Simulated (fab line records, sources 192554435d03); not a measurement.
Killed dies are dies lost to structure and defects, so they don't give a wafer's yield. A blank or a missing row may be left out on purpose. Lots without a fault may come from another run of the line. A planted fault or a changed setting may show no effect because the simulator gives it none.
Split-lot experiment | flow n5_finfet | 7 lots, 21 wafers read, on a route of 1938 steps

THE SPLIT
At N5_PASSIVATION_ETCH_15 (etches SiCN in CF4/N2, target depth 75 nm, time 81.2 s), the setting bias_w was moved away from the recipe's 70 W on 6 of the 21 wafers read, by -16.2% to +14.7%. The other wafers ran this setting at the recipe's value.

The reading is taken at the split's own step.

THE READING
rf_vpp_V, in V, at N5_PASSIVATION_ETCH_15 (etches SiCN in CF4/N2, target depth 75 nm, time 81.2 s). Fault-free wafers of this fab line usually give 382.1 V, standard deviation 2.2 V.

wafer  | tool, chamber at the split | bias_w as run, W | against the recipe | rf_vpp_V, V | against lot-mates on the recipe
L075.2 | rie_diel-05, 1             | 70               | recipe             | 380.7       | -
L075.4 | rie_diel-05, 0             | 70               | recipe             | 384.6       | -
L075.6 | rie_diel-05, 3             | 70               | recipe             | 382.4       | -
L078.1 | rie_diel-01, 1             | 59.64            | -14.8%             | 345.8       | -33.1
L078.4 | rie_diel-01, 3             | 70               | recipe             | 379.4       | -
L078.6 | rie_diel-01, 3             | 70               | recipe             | 378.3       | -
L082.2 | rie_diel-05, 3             | 70               | recipe             | 383.6       | -
L082.3 | rie_diel-05, 0             | 58.66            | -16.2%             | 343.7       | -39.9
L082.6 | rie_diel-05, 0             | 58.66            | -16.2%             | 343.9       | -39.7
L084.1 | rie_diel-01, 3             | 70               | recipe             | 379.3       | -
L084.2 | rie_diel-01, 0             | 70               | recipe             | 379.7       | -
L084.3 | rie_diel-01, 1             | 70               | recipe             | 382.2       | -
L087.4 | rie_diel-01, 0             | 70               | recipe             | 380.6       | -
L087.5 | rie_diel-01, 1             | 75.18            | +7.4%              | 402.0       | +21.4
L087.6 | rie_diel-01, 0             | 75.18            | +7.4%              | 397.2       | +16.6
L093.2 | rie_diel-05, 1             | 70               | recipe             | 378.8       | -
L093.4 | rie_diel-05, 3             | 70               | recipe             | 382.7       | -
L093.5 | rie_diel-05, 3             | 70               | recipe             | 383.3       | -
L096.1 | rie_diel-01, 3             | 70               | recipe             | 385.5       | -
L096.4 | rie_diel-01, 2             | 70               | recipe             | 383.2       | -
L096.5 | rie_diel-01, 1             | 80.27            | +14.7%             | 418.5       | +34.1

THE FIT
A straight line over all 21 wafers: rf_vpp_V changes by +2.4 V for each +1% of bias_w; r = +0.99; the points scatter about the line by 2.1 V.
The same after taking each lot's own level away (the mean of its wafers on the recipe; 21 wafers): +2.4 V for each +1%; r = +1.00; scatter 1.6 V.
On that fit, the largest move of bias_w shifts the reading by 39 V.
The lots' own levels span 378.85 to 384.35 V, that is 2.5 times the standard deviation above.
So the lot-to-lot level changes the slope little: the two slopes agree.
Check: with one of the wafers moved furthest among these (-16.2%) left out of the fit, the line predicts -38.3 V for it against its lot-mates. It came out at -39.9 V against them.
Tool readings at the split's step, against how far the setting was moved: rf_vpp_V r = +0.99.

OTHER SPLITS ON THESE WAFERS
These wafers also went through other splits before the reading. Each is held against what the fit with the lots' levels taken away leaves over:
other split on the same wafers        | wafers away from the commonest value | r with rf_vpp_V (lot level and that fit taken away)
N5_BEOL_M11_COAT_05 spin_rpm          | 5                                    | +0.34
N5_BEOL_M11_VIA_ETCH_34 time_s        | 7                                    | -0.13
N5_BEOL_M11_ETCH_41 time_s            | 5                                    | +0.23
N5_BEOL_M14_ETCH_59 time_s            | 7                                    | -0.16
N5_BEOL_M15_EXPOSE_25 dose_mj         | 8                                    | -0.09
N5_BEOL_M15_DEVELOP_27 develop_time_s | 6                                    | -0.03
N5_MIM_BOT_ETCH_ETCH_04 source_w      | 6                                    | +0.06

THE FILE'S OWN FIT
rf_vpp_V changes by +2.36 V for each +1% of bias_w, r = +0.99.
